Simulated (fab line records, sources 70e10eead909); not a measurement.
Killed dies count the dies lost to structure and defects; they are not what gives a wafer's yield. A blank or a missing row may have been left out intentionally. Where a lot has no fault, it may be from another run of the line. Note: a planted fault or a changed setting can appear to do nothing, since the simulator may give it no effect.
Matching of chambers -- flow nandHarc -- 4 sister chambers for NHARC_P_CONTACT_CMP_01 on cmp-04
The step polishes SiO2, target thk 200 nm. 18 wafers are shown with their chamber, then 9 later ones without.

WAFERS, EACH WITH ITS CHAMBER
wafer,chamber,motorCurrentA (A)
L074.1,2,12.3
L074.2,3,11.8
L074.6,1,11.1
L075.4,1,11.6
L075.5,2,12.1
L075.6,1,10.8
L079.1,0,11.2
L079.3,3,11.8
L079.4,2,11.6
L081.2,2,11.9
L081.4,1,11.0
L081.5,3,12.2
L082.1,3,12.2
L082.2,2,11.7
L082.3,0,11.5
L086.1,2,11.0
L086.4,0,11.3
L086.5,1,11.8

SIGNATURES, as means of the wafers listed above
reading,chamber 0,chamber 1,chamber 2,chamber 3,scatter within a chamber
motorCurrentA,11.333,11.260,11.767,12.000,0.373
Rule: a wafer lies at a distance from a chamber equal to the root of the sum of squares, over the readings, of (its reading less the chamber's mean, divided by the reading's scatter). The wafer belongs to the nearest chamber; if the next one is less than 2 further off, it can't be placed. The scatter: the root of (the sum of the squares of (reading less its chamber's mean) over the shown wafers, divided by (wafers less chambers)).

WAFERS WITHOUT THEIR CHAMBER
wafer,motorCurrentA (A)
L092.1,11.7
L092.3,11.1
L092.4,11.3
L093.3,12.4
L093.5,11.5
L093.6,11.3
L095.3,12.4
L095.5,11.8
L095.6,12.1

EACH ONE'S CHAMBER
wafer,from the rows above,in truth
L092.1,can't be placed: 2 or 3 or 0 or 1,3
L092.3,can't be placed: 1 or 0 or 2 or 3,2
L092.4,can't be placed: 0 or 1 or 2 or 3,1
L093.3,can't be placed: 3 or 2 or 0 or 1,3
L093.5,can't be placed: 0 or 1 or 2 or 3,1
L093.6,can't be placed: 0 or 1 or 2 or 3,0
L095.3,can't be placed: 3 or 2 or 0 or 1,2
L095.5,can't be placed: 2 or 3 or 0 or 1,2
L095.6,can't be placed: 3 or 2 or 0 or 1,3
Correctly placed: 0 of 9. These rows do not allow placing 9 (true chamber among the candidates in 9). Wrongly placed: 0.
